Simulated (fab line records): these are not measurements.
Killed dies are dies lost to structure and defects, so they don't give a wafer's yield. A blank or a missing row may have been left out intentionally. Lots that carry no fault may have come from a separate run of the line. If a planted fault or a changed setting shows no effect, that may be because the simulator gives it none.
Matching of chambers | flow n5Finfet | 4 sister chambers for N5_FIN_CUT_CUT_ETCH_26 on rieDiel-06
The step etches SiNx in CH3F/O2, target depth 39 nm, time 55.7 s. 18 wafers are shown with their chamber, then 9 later ones without.

## WAFERS WITH THEIR CHAMBER
wafer  | chamber | drypumpMotorCurrentA (A) | showerheadPlenumPTorr (Torr) | throttleValvePct (%)
L075.3 | 0       | 5.7                      | 2.06                         | 16.38
L075.4 | 1       | 4.7                      | 1.98                         | 16.37
L075.6 | 3       | 5.9                      | 1.87                         | 16.01
L077.1 | 0       | 5.6                      | 2.05                         | 16.40
L077.2 | 2       | 5.4                      | 2.12                         | 16.13
L077.5 | 0       | 5.6                      | 2.05                         | 16.41
L078.2 | 1       | 4.7                      | 1.98                         | 16.40
L078.3 | 3       | 5.9                      | 1.86                         | 15.99
L078.5 | 3       | 5.9                      | 1.86                         | 16.00
L079.1 | 2       | 5.4                      | 2.12                         | 16.13
L079.2 | 0       | 5.6                      | 2.05                         | 16.40
L079.6 | 1       | 4.7                      | 1.98                         | 16.39
L080.1 | 3       | 5.9                      | 1.86                         | 16.02
L080.2 | 0       | 5.6                      | 2.05                         | 16.41
L080.4 | 2       | 5.4                      | 2.12                         | 16.13
L083.1 | 2       | 5.4                      | 2.11                         | 16.15
L083.2 | 3       | 5.9                      | 1.86                         | 16.03
L083.5 | 0       | 5.6                      | 2.05                         | 16.43

SIGNATURES (averages over the wafers above)
reading               | chamber 0 | chamber 1 | chamber 2 | chamber 3 | scatter within a chamber
drypumpMotorCurrentA  | 5.617     | 4.700     | 5.400     | 5.900     | 0.0244
showerheadPlenumPTorr | 2.0517    | 1.9800    | 2.1175    | 1.8620    | 0.00413
throttleValvePct      | 16.4050   | 16.3867   | 16.1350   | 16.0100   | 0.0149
Rule: a wafer lies at a distance from a chamber equal to the root of the sum of squares, over the readings, of (its reading less the chamber's mean, divided by the reading's scatter). The wafer belongs to the nearest chamber; if the next one is less than 2 further off, it can't be placed. The scatter: the root of (the sum of the squares of (reading less its chamber's mean) over the shown wafers, divided by (wafers less chambers)).

## WAFERS WITH NO CHAMBER GIVEN
wafer  | drypumpMotorCurrentA (A) | showerheadPlenumPTorr (Torr) | throttleValvePct (%)
L093.1 | 4.7                      | 1.97                         | 16.44
L093.5 | 5.9                      | 1.85                         | 16.06
L093.6 | 5.4                      | 2.11                         | 16.18
L095.1 | 5.9                      | 1.85                         | 16.06
L095.3 | 5.4                      | 2.11                         | 16.19
L095.5 | 5.4                      | 2.11                         | 16.18
L097.2 | 5.4                      | 2.10                         | 16.19
L097.3 | 5.9                      | 1.85                         | 16.06
L097.4 | 5.7                      | 2.04                         | 16.04

## EACH ONE'S CHAMBER
wafer  | from the rows above     | in truth
L093.1 | 1                       | 1
L093.5 | 3                       | 3
L093.6 | 2                       | 2
L095.1 | 3                       | 3
L095.3 | 2                       | 2
L095.5 | 2                       | 2
L097.2 | 2                       | 2
L097.3 | 3                       | 3
L097.4 | can't be placed: 2 or 0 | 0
Correctly placed: 8 of 9. These rows do not allow placing 1 (true chamber among the candidates in 1). 0 placed wrongly.
